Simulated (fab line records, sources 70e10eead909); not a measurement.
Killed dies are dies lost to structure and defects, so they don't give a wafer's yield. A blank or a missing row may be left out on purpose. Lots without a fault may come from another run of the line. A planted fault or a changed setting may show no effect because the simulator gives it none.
A struck lot beside a sound one | flow nand_harc | 40 steps out of a route of 1302
Sound: wafers L743.2, L743.4, L743.5. Struck: wafers L763.4, L763.6. The cause comes at the end.
At each step with rows: each side's tool, then ch and its chambers, then its first start. Under that, the readings that differ: sound wafers | struck wafers | difference of the means | sigmas: that difference in standard deviations of wafers without a fault.
alike: readings whose means differ by less than 2 such deviations, and words and numbers that are the same on both sides. not compared: withheld readings, readings that some wafer has no value for, bounds like >300 that may hide the same value, and numbers for which the record gives no deviation and whose values overlap.
The two part at a step that has a row with sigmas, a row that says differs or no value, or rows on one side only. Numbers that don't overlap but have no deviation are shown without sigmas and don't part them. A reading that every wafer of one side lacks parts them only if that side has two wafers or more.

NHARC_A_CHANNEL_HOLE_D1_CD_MEAS_30:
  sound on cd_sem-03, day 8 22:56; struck on cd_sem-02, day 17 02:30
  alike: cd_nm
then, 1 step without rows for these wafers: NHARC_A_CHANNEL_HOLE_D1_XSEM_31.
NHARC_A_CHANNEL_HOLE_D1_INSPECT_40:
  sound on defect_inspect-01, day 8 23:07; struck on defect_inspect-02, day 17 02:41
  alike: raw_defect_count
then, 3 steps without rows for these wafers: NHARC_A_CHANNEL_FILL_D1_PRECLEAN_00 (cleans in SC1); NHARC_A_CHANNEL_FILL_D1_SRD_01; NHARC_A_CHANNEL_FILL_D1_ALD_02 (deposits SiO2, target thk 6 nm, pulse time 10 s, ald cycles 60).
NHARC_A_CHANNEL_FILL_D1_ALD_03: deposits SiNx, target thk 6 nm, pulse time 60 s, ald cycles 58.
  sound on ald_sin_batch-01 ch 0; struck on ald_sin_batch-02 ch 0
  alike: precursor_pulse_height_rel
then, 5 steps without rows for these wafers: NHARC_A_CHANNEL_FILL_D1_ALD_14 (deposits SiO2, target thk 2.5 nm, pulse time 10 s, ald cycles 25); NHARC_A_CHANNEL_FILL_D1_ALD_15 (deposits SiNx, target thk 2 nm, pulse time 60 s, ald cycles 19); NHARC_A_CHANNEL_FILL_D1_ALD_16 (deposits SiO2, target thk 1.5 nm, pulse time 10 s, ald cycles 15); NHARC_A_CHANNEL_FILL_D1_ANNEAL_17 (time 1800 s); NHARC_A_CHANNEL_FILL_D1_CVD_18 (deposits poly-Si, target thk 3 nm).
NHARC_A_CHANNEL_FILL_D1_ETCHBACK_19: etches the open film in HBr/Cl2, target depth 5 nm, time 1.7 s.
  sound on rie_si-02 ch 0,3, day 9 23:16; struck on rie_si-02 ch 0,3, day 18 04:08
  alike: drypump_motor_current_A, oes_product_au, throttle_valve_pct
  not compared: rf_hours_counter_h
then, 1 step without rows for these wafers: NHARC_A_CHANNEL_FILL_D1_ETCHBACK_20 (etches the open film in C4F8/O2/Ar, target depth 27 nm, time 13.5 s).
NHARC_A_CHANNEL_FILL_D1_STRIP_28: strips in O2, time 20 s.
  sound on rie_diel-08 ch 0,1, day 9 23:28; struck on rie_diel-08 ch 0,3, day 18 04:19
  alike: drypump_motor_current_A, oes_product_au, rf_vpp_V, showerhead_plenum_p_Torr, throttle_valve_pct
  not compared: rf_hours_counter_h
then, 5 steps without rows for these wafers: NHARC_A_CHANNEL_FILL_D1_PRECLEAN_21 (cleans in dHF, time 30 s); NHARC_A_CHANNEL_FILL_D1_SRD_23; NHARC_A_CHANNEL_FILL_D1_CVD_05 (deposits poly-Si, target thk 5 nm); NHARC_A_CHANNEL_FILL_D1_ANNEAL_22 (time 7200 s); NHARC_A_CHANNEL_FILL_D1_ALD_25 (deposits SiOx, target thk 60 nm, pulse time 10 s, ald cycles 600).
NHARC_A_CHANNEL_FILL_D1_ETCHBACK_08: etches the open film in C4F8, target depth 220 nm, time 110 s.
  sound on rie_diel-06 ch 0,2,3; struck on rie_diel-08 ch 1
  reading               | sound          | struck    | difference | sigmas
  oes_product_au (a.u.) | 1.00 1.01 0.99 | 0.92 0.92 | -0.08      | -2
  alike: rf_vpp_V
  not compared: rf_hours_counter_h
NHARC_A_CHANNEL_FILL_D1_STRIP_29: strips in O2, time 20 s.
  sound on rie_diel-06 ch 1,3; struck on rie_diel-08 ch 0,3
  reading                     | sound       | struck  | difference | sigmas
  drypump_motor_current_A (A) | 6.7 6.0 6.7 | 5.6 5.5 | -0.9       | -3
  alike: oes_product_au, rf_vpp_V, showerhead_plenum_p_Torr, throttle_valve_pct
  not compared: rf_hours_counter_h
then, 5 steps without rows for these wafers: NHARC_A_CHANNEL_FILL_D1_PRECLEAN_30 (cleans in dHF, time 30 s); NHARC_A_CHANNEL_FILL_D1_SRD_31; NHARC_A_CHANNEL_FILL_D1_CVD_09 (deposits poly-Si, target thk 150 nm, time 3000 s); NHARC_A_CHANNEL_FILL_D1_CMP_10 (polishes, target thk 150 nm); NHARC_A_CHANNEL_FILL_D1_SRD_12.
NHARC_A_CHANNEL_FILL_D1_INSPECT_13:
  sound on defect_inspect-01, day 11 00:37; struck on defect_inspect-01, day 19 03:43
  alike: raw_defect_count
then, 9 steps without rows for these wafers: NHARC_A_DECK1_JOINT_ETCHBACK_07 (etches the open film in HBr, target depth 105 nm, time 26.9 s); NHARC_A_DECK1_JOINT_ETCH_25 (etches SiO2 in dHF, target depth 0.5 nm); NHARC_A_DECK1_JOINT_ETCH_19 (etches poly-Si in TMAH, target depth 3 nm); NHARC_A_DECK1_JOINT_ETCH_18 (etches SiO2 in dHF, target depth 3 nm); NHARC_A_DECK1_JOINT_WET_08 (chemistry H3PO4, time 86 s); NHARC_A_DECK1_JOINT_ETCH_09 (etches SiO2 in dHF, target depth 5 nm); NHARC_A_DECK1_JOINT_WET_10 (chemistry H3PO4, time 86 s); NHARC_A_DECK1_JOINT_ETCH_11 (etches SiO2 in dHF, target depth 35 nm); NHARC_A_DECK1_JOINT_CVD_12 (deposits poly-Si, target thk 90 nm, time 1800 s).
NHARC_A_DECK1_JOINT_CMP_13: polishes, target thk 51.023 nm.
  the record has rows for the sound wafers here (cmp-04 ch 0,1,2, day 11 10:58) and none for the struck ones
NHARC_A_DECK1_JOINT_THK_MEAS_14: measures by ellipsometry.
  the record has rows for the sound wafers here (film_metro-01, day 11 11:13) and none for the struck ones
-- the record jumps here: 14 days lie between the struck wafers' starts before and after (it left off in module A_DECK1_JOINT and takes up again in module END, whose first step shown is number 1302 of the route) --
NHARC_END_SORT_01:
  the record has rows for the struck wafers here (prober-01 ch 0, day 32 19:52) and none for the sound ones

WHERE THEY PART
First at NHARC_A_CHANNEL_FILL_D1_ETCHBACK_08; last, within this record, at NHARC_END_SORT_01.

WHY: what the simulator had put in
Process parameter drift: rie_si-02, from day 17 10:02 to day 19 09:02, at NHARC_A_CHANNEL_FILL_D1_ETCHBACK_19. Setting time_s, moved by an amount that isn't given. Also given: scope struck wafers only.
